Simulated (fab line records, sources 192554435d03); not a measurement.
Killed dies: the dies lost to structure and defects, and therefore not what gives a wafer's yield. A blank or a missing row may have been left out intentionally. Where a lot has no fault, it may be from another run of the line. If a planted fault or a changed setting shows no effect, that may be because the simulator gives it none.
A lot that was struck, set against a sound lot -- flow n5 finfet -- 20 out of 1938 route steps
Sound: these wafers, L518.1, L518.4, L518.6. Struck: wafers L508.1, L508.2, L508.5. At the end, the cause is stated.
Per side, at each step with rows, come the tool, then ch with its chambers, and then its first start. Under that, the readings that differ: sound wafers -- struck wafers -- difference of the means -- sigmas: that difference in standard deviations of wafers without a fault.
alike: readings whose means differ by less than 2 such deviations, and words and numbers that are the same on both sides. not compared: withheld readings, readings that some wafer has no value for, bounds like >300 that may hide the same value, and numbers for which the record gives no deviation and whose values overlap.
Wherever a step has rows on one side only, a row that says differs or no value, or a row with sigmas, the two part there. Non-overlapping numbers with no deviation appear without sigmas and do not part them. A reading that every wafer of one side lacks parts them only if that side has two wafers or more.

first, 9 steps without rows for these wafers: N5_BEOL_M0_SAQP_DESCUM_45 (chemistry O2, time 7 s); N5_BEOL_M0_SAQP_ETCH_88 (etches underlayer in N2/H2, target depth 6.5 nm, time 5.2 s); N5_BEOL_M0_SAQP_ETCH_73 (etches SiARC in CF4, target depth 19.5 nm, time 32.5 s); N5_BEOL_M0_SAQP_CUT_ETCH_46 (etches SOC in N2/H2, target depth 135 nm, overetch 27 nm, time 202.5 s); N5_BEOL_M0_SAQP_STRIP_74 (strips in N2/H2); N5_BEOL_M0_SAQP_STRIP_89 (strips in N2/H2); N5_BEOL_M0_SAQP_ALD_48 (deposits SiO2, target thk 20 nm, pulse time 1 s, co reactant pulse time 1 s); N5_BEOL_M0_SAQP_ETCH_49 (etches SiO2 in CF4/O2, target depth 37 nm); N5_BEOL_M0_SAQP_STRIP_75 (strips in CF4).
N5_BEOL_M0_CUTY_COAT_50: time 60 s, resist thk 15 nm.
  sound on litho track-03 ch 0, day 10 04:05; struck on litho track-05 ch 0, day 7 13:47
reading,sound,struck,difference,sigmas
spin speed rpm (rpm),1499.3 1499.5 1498.6,708.4 711.0 710.9,-789.0,-99 or more
model.SiARC_of_BEOL_M0_CUTY_COAT_50.thk nm (nm),15 15 15,21.8 21.8 21.8,+6.8,
  alike: heater power total W
then, 7 steps without rows for these wafers: N5_BEOL_M0_CUTY_COAT_51 (resist thk 150 nm); N5_BEOL_M0_CUTY_EBR_52; N5_BEOL_M0_CUTY_SOFTBAKE_53 (time 60 s); N5_BEOL_M0_CUTY_EXPOSE_54 (exposes mask M0 ABLK); N5_BEOL_M0_CUTY_PEB_55 (peb time 60 s); N5_BEOL_M0_CUTY_DEVELOP_56 (develop time 30 s); N5_BEOL_M0_CUTY_DESCUM_61 (chemistry O2, time 7.9 s).
N5_BEOL_M0_CUTY_ETCH_62: etches SiARC in CF4, time 58.5 s.
  sound on rie diel-04 ch 0,1, day 10 04:26; struck on rie diel-04 ch 0,3, day 7 14:25
reading,sound,struck,difference,sigmas
etch rf on time s (s),56.7 56.8 56.2,45.3 48.9 45.5,-10.0,-5
model.CAR-ArF-block_of_BEOL_M0_CUTY_COAT_51.thk nm (nm),117.6 117.4 118,124.2 124.4 123.8,+6.5,
  alike: drypump motor current A, oes product au, rf vpp V, showerhead plenum p Torr, throttle valve pct
  not compared: rf hours counter h
then, 1 step without rows for these wafers: N5_BEOL_M0_CUTY_ETCH_63 (etches SOC in N2/H2, target depth 82.7 nm, overetch 16.5 nm, time 124 s).
-- here the record skips 5 days between the struck wafers' starts before and after, leaving off in module BEOL_M0_CUTY and picking up in module BEOL_M4 (first step shown: number 1111 of the route) --
N5_BEOL_M4_RC_MEAS_101:
  sound on prober-02 ch 0, day 15 19:31; struck on prober-02 ch 0, day 12 22:33
reading,sound,struck,difference,sigmas
ION_P (uA/um),467 476 478,453 456 461,-17,-2
  alike: DIBL_N, DIBL_P, IOFF_N, IOFF_P, ION_N, SS_N, SS_P, VT_N, VT_P

== WHERE THEY PART ==
Earliest at N5_BEOL_M0_CUTY_COAT_50; latest, in this record, at N5_BEOL_M4_RC_MEAS_101.

WHY: the cause the simulator had injected
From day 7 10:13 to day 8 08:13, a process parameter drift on litho track-05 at N5_BEOL_M0_CUTY_COAT_50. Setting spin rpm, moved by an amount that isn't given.
